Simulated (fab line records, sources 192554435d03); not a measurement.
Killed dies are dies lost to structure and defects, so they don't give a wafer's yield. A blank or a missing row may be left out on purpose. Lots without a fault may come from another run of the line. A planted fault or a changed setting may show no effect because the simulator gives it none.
Split-lot experiment | flow n5_finfet | 7 lots, 21 wafers read, on a route of 1938 steps

THE SPLIT
At N5_SD_EPI_N_ETCH_16 (etches SiO2 in CHF3/O2, target depth 5 nm), the setting target_depth_a was moved away from the recipe's 50 angstrom on 9 of the 21 wafers read, by -10.7% to +10.7%. The other wafers ran this setting at the recipe's value.

The reading is taken at the split's own step.

THE READING
etch.depth_nm (the simulator's own value, which no gauge read), in nm, at N5_SD_EPI_N_ETCH_16 (etches SiO2 in CHF3/O2, target depth 5 nm). The file gives no usual value for it. The 12 wafers here that ran the recipe average 4.949 nm, standard deviation 0.055 nm.

wafer  | tool, chamber at the split | target_depth_a as run, angstrom | against the recipe | etch.depth_nm, nm | against lot-mates on the recipe
L076.1 | rie_diel-06, 0             | 52.57                           | +5.1%              | 5.217             | +0.288
L076.2 | rie_diel-06, 1             | 50                              | recipe             | 4.929             | -
L076.5 | rie_diel-06, 2             | 52.57                           | +5.1%              | 5.217             | +0.288
L077.4 | rie_diel-05, 2             | 50                              | recipe             | 4.877             | -
L077.5 | rie_diel-05, 0             | 47.78                           | -4.4%              | 4.716             | -0.161
L077.6 | rie_diel-05, 3             | 47.78                           | -4.4%              | 4.71              | -0.167
L082.1 | rie_diel-06, 2             | 54.05                           | +8.1%              | 5.302             | +0.362
L082.2 | rie_diel-06, 0             | 50                              | recipe             | 4.936             | -
L082.5 | rie_diel-06, 0             | 50                              | recipe             | 4.943             | -
L084.2 | rie_diel-02, 0             | 50                              | recipe             | 4.94              | -
L084.5 | rie_diel-02, 3             | 50                              | recipe             | 4.858             | -
L084.6 | rie_diel-02, 0             | 50                              | recipe             | 4.957             | -
L089.1 | rie_diel-06, 3             | 50                              | recipe             | 5.046             | -
L089.4 | rie_diel-06, 1             | 44.66                           | -10.7%             | 4.366             | -0.680
L089.6 | rie_diel-06, 0             | 44.66                           | -10.7%             | 4.438             | -0.608
L093.2 | rie_diel-06, 0             | 50                              | recipe             | 5.012             | -
L093.4 | rie_diel-06, 2             | 47.21                           | -5.6%              | 4.682             | -0.301
L093.5 | rie_diel-06, 2             | 50                              | recipe             | 4.954             | -
L094.1 | rie_diel-02, 2             | 55.35                           | +10.7%             | 5.538             | +0.570
L094.2 | rie_diel-02, 3             | 50                              | recipe             | 4.903             | -
L094.4 | rie_diel-02, 1             | 50                              | recipe             | 5.034             | -

THE FIT
A straight line over all 21 wafers: etch.depth_nm changes by +0.0511 nm for each +1% of target_depth_a; r = +0.98; the points scatter about the line by 0.049 nm.
The same after taking each lot's own level away (the mean of its wafers on the recipe; 21 wafers): +0.0543 nm for each +1%; r = +0.99; scatter 0.049 nm.
On that fit, the largest move of target_depth_a shifts the reading by 0.58 nm.
The lots' own levels span 4.8770 to 5.0460 nm, that is 3.0 times the standard deviation above.
So the lot-to-lot level changes the slope little: the two slopes agree.
Check: with one of the wafers moved furthest among these (+10.7%) left out of the fit, the line predicts +0.583 nm for it against its lot-mates. It came out at +0.57 nm against them.

OTHER SPLITS ON THESE WAFERS
These wafers also went through other splits before the reading. Each is held against what the fit with the lots' levels taken away leaves over:
other split on the same wafers          | wafers away from the commonest value | r with etch.depth_nm (lot level and that fit taken away)
N5_ZERO_LAYER_EXPOSE_08 dose_mj         | 10                                   | -0.09
N5_ZERO_LAYER_DEVELOP_10 develop_time_s | 6                                    | -0.16
N5_FIN_SAQP_PEB_14 peb_time_s           | 6                                    | -0.37
N5_FIN_SAQP_FIN_ETCH_36 icp_w           | 7                                    | -0.22
N5_DUMMY_GATE_HM_DEP_06 time_s          | 9                                    | -0.10
N5_DUMMY_GATE_PECVD_30 time_s           | 4                                    | +0.06
N5_SD_EPI_N_PEB_07 peb_temp_c           | 5                                    | +0.04

THE FILE'S OWN FIT
etch.depth_nm changes by +0.0533 nm for each +1% of target_depth_a, r = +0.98.
